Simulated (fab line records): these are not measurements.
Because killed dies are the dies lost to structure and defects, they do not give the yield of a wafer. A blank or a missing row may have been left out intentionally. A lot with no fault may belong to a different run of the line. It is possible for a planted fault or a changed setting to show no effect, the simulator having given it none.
Chamber matching -- flow n5 finfet -- N5_SD_EPI_N_DESCUM_14 on rie diel-06 has 4 sister chambers
The step chemistry O2, time 7.9 s. 4 wafers are shown with their chamber, then 9 later ones without.

WAFERS WITH THEIR CHAMBER
wafer,chamber,throttle valve pct (%)
L087.3,3,20.59
L087.5,2,20.22
L090.5,0,20.86
L090.6,1,20.62

WAFERS WHOSE CHAMBER IS MISSING
wafer,throttle valve pct (%)
L093.2,20.63
L093.4,20.25
L093.5,20.24
L094.1,20.26
L094.2,20.63
L094.3,20.87
L095.2,20.25
L095.3,20.64
L095.5,20.63

WHICH CHAMBER EACH ONE RAN IN
wafer,from the rows above,in truth
L093.2,can't be placed: 1 or 3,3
L093.4,2,2
L093.5,2,2
L094.1,2,2
L094.2,can't be placed: 1 or 3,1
L094.3,0,0
L095.2,2,2
L095.3,can't be placed: 1 or 3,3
L095.5,can't be placed: 1 or 3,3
Placed correctly: 5 of 9. Cannot be placed on the basis of these rows: 4; the candidates contain the true chamber in 4. Wrongly placed: 0.
How it was worked out, from the rows above alone: a wafer's distance from a chamber is the root of the sum, over the readings, of the square of ((its reading less the chamber's mean) divided by the reading's scatter). The wafer belongs to the nearest chamber; if the next one is less than 2 further off, it can't be placed. Each chamber's mean is taken over the wafers shown for it. The scatter: root of mean squared gap, hidden wafer to nearest shown wafer, with one shown wafer a chamber.
